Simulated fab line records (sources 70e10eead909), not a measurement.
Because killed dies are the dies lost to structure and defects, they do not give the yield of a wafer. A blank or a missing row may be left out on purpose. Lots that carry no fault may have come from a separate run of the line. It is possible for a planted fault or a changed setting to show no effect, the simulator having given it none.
What tool caused it?    flow nand_harc    route of 1302 steps, sampled at 1 step: 24 lots, 72 wafers

## WHAT THE GAUGES READ, wafer by wafer
NHARC_P_GATE_INSPECT_68. Usual: raw_defect_count reads 204 (standard deviation 78).
lot   measured      on                 raw_defect_count  flag
L074  day 6 09:23   defect_inspect-02  154 274 220       
L075  day 6 09:58   defect_inspect-01  201 215 259       
L076  day 6 10:52   defect_inspect-01  278 217 218       
L077  day 7 01:16   defect_inspect-01  139 170 195       
L078  day 7 11:20   defect_inspect-02  161 167 174       
L079  day 8 02:13   defect_inspect-02  244 342 193       
L080  day 8 04:52   defect_inspect-02  160 165 170       
L081  day 9 01:37   defect_inspect-02  238 158 244       
L082  day 9 09:59   defect_inspect-01  188 112 325       
L084  day 9 15:01   defect_inspect-02  275 433 300       
L083  day 9 15:16   defect_inspect-02  205 190 230       
L085  day 10 07:19  defect_inspect-02  241 177 324       
L086  day 10 16:27  defect_inspect-01  226 155 187       
L088  day 11 19:29  defect_inspect-01  378 205 171       
L089  day 11 20:32  defect_inspect-01  200 204 315       
L087  day 11 21:59  defect_inspect-01  129 111 99        
L090  day 12 10:58  defect_inspect-01  193 264 207       
L091  day 12 18:40  defect_inspect-01  84 165 106        
L092  day 13 06:57  defect_inspect-02  142 77 145        
L093  day 13 12:55  defect_inspect-01  105 197 158       
L094  day 14 01:35  defect_inspect-02  218 168 139       
L095  day 14 16:11  defect_inspect-02  136 94 140        
L096  day 14 21:35  defect_inspect-02  192 138 390       
L097  day 15 05:59  defect_inspect-02  183 270 175       

## EACH LOT AND THE TOOL THAT RAN IT (in order: tool; ch and the chambers of the sampled wafers; start)
Before these readings, the record contains no process step.

## AS READ BY THE TOOLS THEMSELVES (means over the sampled wafers that have a number; for cases with no such wafer, the mark the record gives instead)
The record holds no such reading with a usual standard deviation.

## THE ANSWER, worked out from the rows above alone
Rule: a lot is off if the mean of its wafers that have a number lies more than 3 standard deviations from the usual mean. A lot without any number at a reading at which 4 lots or more have one is off too. The other lots that the step has rows for count as sound. First the gauges in route order, then the tools' own readings, where a lot's mean is used as printed above. The first step at which some lot is off is used, and at that step the reading that is off furthest; a lot without a number counts as furthest.
Across all readings shown, no lot is off: no conclusion can be drawn from this.

## WHAT WAS PUT IN BY THE SIMULATOR
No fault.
